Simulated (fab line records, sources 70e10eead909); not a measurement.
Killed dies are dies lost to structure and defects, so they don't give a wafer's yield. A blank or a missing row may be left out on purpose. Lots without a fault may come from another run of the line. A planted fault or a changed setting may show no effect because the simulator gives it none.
fab line records | flow nand_harc
record lots=6 wafers=18 last_day=33
route steps=1302 shown A_ONON_D1@426
lots that met no fault: from a run of the same line without faults
start_h: hours from the record's first day to the start of the lot's first wafer shown | wait_h: hours since the lot's step before | " the same as in the row above | L1.1+2: a row that stands for several wafers | - no value, or no start given | * or withheld: withheld | < > ~ a bound
route shown NAME@n: a module of which the file shows steps, and the number in the route of the first | usual: mean/standard deviation of fault-free wafers | same: alike in all rows | chamber/n: place in a boat | sites: the reading at each site | _std_site: their standard deviation | _edge_site: outer sites' mean less inner sites' | radius_mm: how far each site lies from the wafer's centre | mask NAME#n: copy n | behind: the tool/chamber that last shaped the wafer | hold: why the lot was held/for how many hours/how that ended | device: the transistor (n, p or np) that didn't switch | end of line: the same wafers' tests at the end of the route | a step without rows: its recipe alone | killed: dies lost to structure and defects at the first sort, not the wafer's yield | map: a wafer's dies, x killed, . not, _ none there
set.NAME: the setting as run; set.NAME@STEP: as run at that earlier step | model.NAME: the simulator's own value behind a step, which no gauge read
lots at some steps of the route; a table a step, a row a wafer
services: from which hour (start_h, from the record's first day; less than 0 if before it) a tool's chamber was out of use, for how many hours, and why
## steps
# step NHARC_A_ONON_D1_DEP_03
# recipe target_thk_a=10000 n2_flow_sccm=2750 n2o_flow_sccm=2000 nh3_flow_sccm=500 sih4_flow_sccm=210 temp_c=400
# step NHARC_A_ONON_D1_THK_MEAS_05
# recipe thk_meas_gauge=ellipsometry
# usual thk_nm=1000/6.7
# columns lot.wafer tool chamber start_h wait_h thk_nm
L255.1 film_metro-01 - 170.48 - 1002
L255.5 " - " " 1002
L255.6 " - " " 1001
L261.3 film_metro-01 - 237.48 - 997
L261.4 " - " " 996
L261.6 " - " " 996
L269.2 film_metro-02 - 316.60 - 1001
L269.5 " - " " 999
L269.6 " - " " 1001
L270.1 film_metro-02 - 335.13 - 998
L270.2 " - " " 997
L270.3 " - " " 997
L275.2 film_metro-02 - 362.82 - 986
L275.3 " - " " 986
L275.6 " - " " 985
L277.3 film_metro-02 - 394.39 - 1001
L277.4 " - " " 1001
L277.5 " - " " 1003
# step NHARC_A_ONON_D1_DEP_06
# recipe target_thk_a=10000 n2_flow_sccm=2750 n2o_flow_sccm=2000 nh3_flow_sccm=500 sih4_flow_sccm=210 temp_c=400
# step NHARC_A_ONON_D1_THK_MEAS_08
# recipe thk_meas_gauge=ellipsometry
# usual thk_nm=1004/7.7
# columns lot.wafer tool chamber start_h wait_h thk_nm
L255.1 film_metro-01 - 171.05 - 996
L255.5 " - " " 998
L255.6 " - " " 997
L261.3 film_metro-01 - 238.05 - 1000
L261.4 " - " " 998
L261.6 " - " " 1000
L269.2 film_metro-02 - 317.16 - 1013
L269.5 " - " " 1012
L269.6 " - " " 1013
L270.1 film_metro-02 - 335.70 - 1009
L270.2 " - " " 1009
L270.3 " - " " 1009
L275.2 film_metro-02 - 363.39 - 1002
L275.3 " - " " 1003
L275.6 " - " " 1004
L277.3 film_metro-02 - 394.96 - 1005
L277.4 " - " " 1004
L277.5 " - " " 1003
# step NHARC_A_ONON_D1_DEP_09
# recipe target_thk_a=10000 n2_flow_sccm=2750 n2o_flow_sccm=2000 nh3_flow_sccm=500 sih4_flow_sccm=210 temp_c=400
# step NHARC_A_ONON_D1_THK_MEAS_11
# recipe thk_meas_gauge=ellipsometry
# usual thk_nm=1000/8
# columns lot.wafer tool chamber start_h wait_h thk_nm
L255.1 film_metro-01 - 171.62 - 998
L255.5 " - " " 997
L255.6 " - " " 998
L261.3 film_metro-01 - 238.62 - 1007
L261.4 " - " " 1006
L261.6 " - " " 1006
L269.2 film_metro-02 - 317.73 - 997
L269.5 " - " " 997
L269.6 " - " " 997
L270.1 film_metro-01 - 336.26 - 1016
L270.2 " - " " 1015
L270.3 " - " " 1015
L275.2 film_metro-02 - 363.96 - 1002
L275.3 " - " " 1004
L275.6 " - " " 1003
L277.3 film_metro-01 - 395.52 - 995
L277.4 " - " " 996
L277.5 " - " " 997
# step NHARC_A_ONON_D1_DEP_12
# recipe target_thk_a=10000 n2_flow_sccm=2750 n2o_flow_sccm=2000 nh3_flow_sccm=500 sih4_flow_sccm=210 temp_c=400
# step NHARC_A_ONON_D1_THK_MEAS_14
# recipe thk_meas_gauge=ellipsometry
# usual thk_nm=998/7.2
# columns lot.wafer tool chamber start_h wait_h thk_nm
L255.1 film_metro-01 - 172.18 - 1000
L255.5 " - " " 999
L255.6 " - " " 999
L261.3 film_metro-01 - 239.19 - 998
L261.4 " - " " 998
L261.6 " - " " 999
L269.2 film_metro-02 - 318.30 - 1010
L269.5 " - " " 1013
L269.6 " - " " 1010
L270.1 film_metro-02 - 336.83 - 994
L270.2 " - " " 993
L270.3 " - " " 995
L275.2 film_metro-01 - 364.52 - 989
L275.3 " - " " 989
L275.6 " - " " 989
L277.3 film_metro-02 - 396.09 - 988
L277.4 " - " " 990
L277.5 " - " " 986
# step NHARC_A_ONON_D1_ANNEAL_15
# recipe temp_c=750 time_s=3600
# step NHARC_A_ONON_D1_DEP_16
# recipe target_thk_a=10000 n2_flow_sccm=2750 n2o_flow_sccm=2000 nh3_flow_sccm=500 sih4_flow_sccm=210 temp_c=400
# step NHARC_A_ONON_D1_THK_MEAS_18
# recipe thk_meas_gauge=ellipsometry
# usual thk_nm=1002/9.8
# columns lot.wafer tool chamber start_h wait_h thk_nm
L255.1 film_metro-02 - 179.94 - 1017
L255.5 " - " " 1016
L255.6 " - " " 1018
L261.3 film_metro-01 - 246.95 - 997
L261.4 " - " " 997
L261.6 " - " " 994
L269.2 film_metro-02 - 326.00 - 1011
L269.5 " - " " 1011
L269.6 " - " " 1011
L270.1 film_metro-01 - 344.62 - 1017
L270.2 " - " " 1016
L270.3 " - " " 1017
L275.2 film_metro-02 - 372.71 - 999
L275.3 " - " " 1002
L275.6 " - " " 1001
L277.3 film_metro-02 - 403.81 - 992
L277.4 " - " " 991
L277.5 " - " " 993
# step NHARC_A_ONON_D1_DEP_19
# recipe target_thk_a=10000 n2_flow_sccm=2750 n2o_flow_sccm=2000 nh3_flow_sccm=500 sih4_flow_sccm=210 temp_c=400
# columns lot.wafer tool chamber start_h wait_h
L255.1+5+6 pecvd_onon-04 0 180.00 0.1
L261.3+4+6 pecvd_onon-01 0 247.12 0.2
L269.2+5+6 pecvd_onon-04 0 326.12 0.1
L270.1+2+3 pecvd_onon-04 0 344.68 0.1
L275.2+3+6 pecvd_onon-03 0 372.83 0.1
L277.3+4+5 pecvd_onon-03 0 403.98 0.2
# step NHARC_A_ONON_D1_THK_MEAS_21
# recipe thk_meas_gauge=ellipsometry
# usual thk_nm=1001/8.6
# columns lot.wafer tool chamber start_h wait_h thk_nm
L255.1 film_metro-01 - 180.50 - 984
L255.5 " - " " 983
L255.6 " - " " 983
L261.3 film_metro-01 - 247.51 - 989
L261.4 " - " " 989
L261.6 " - " " 991
L269.2 film_metro-01 - 326.57 - 935
L269.5 " - " " 935
L269.6 " - " " 1017
L270.1 film_metro-01 - 345.19 - 1016
L270.2 " - " " 936
L270.3 " - " " 935
L275.2 film_metro-02 - 373.28 - 1003
L275.3 " - " " 1002
L275.6 " - " " 1004
L277.3 film_metro-02 - 404.37 - 996
L277.4 " - " " 997
L277.5 " - " " 998
# step NHARC_A_ONON_D1_DEP_22
# recipe target_thk_a=10000 n2_flow_sccm=2750 n2o_flow_sccm=2000 nh3_flow_sccm=500 sih4_flow_sccm=210 temp_c=400
## services
# columns tool chamber start_h hours kind
pecvd_onon-01 - 185.13 0.8 repair
pecvd_onon-03 - 227.00 13.0 pm
pecvd_onon-01 - 269.24 13.0 pm
pecvd_onon-04 - 311.54 13.0 pm
## key
first_sign step=NHARC_A_ONON_D1_THK_MEAS_21 reading=thk_nm direction=down sigmas=7.7 usual=1001 struck=935
effect none on later readings
met_at NHARC_A_ONON_D1_DEP_19
struck_wafers L269.2,L269.5,L270.2,L270.3
later_rows_left_out L269.2,L269.5,L270.2,L270.3
sort_left_out L269.2,L269.5,L270.2,L270.3
tester_left_out L269,L270
onset_between 180.00 326.12
fault kind=process_parameter_drift tool=pecvd_onon-04 chamber=- onset_h=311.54 steps=NHARC_A_ONON_D1_DEP_19 channel=target_thk_a offset=* shape=step end_h=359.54 scope=struck_wafers_only acts_in=* stated=*
# tester_left_out: of these lots the tester's yield and bins aren't shown, on N5 and GAA mostly nor the transistor test; their killed dies are dies lost to structure and defects alone, not to doping, threshold or leakage, so they don't give the yield
# sort_left_out: the simulated sort isn't trusted on such a fault, so these wafers' sort isn't shown, and their yield isn't known
# later_rows_left_out: the simulator's readings of these wafers behind a module that went badly wrong aren't trusted and aren't shown, but for the sort
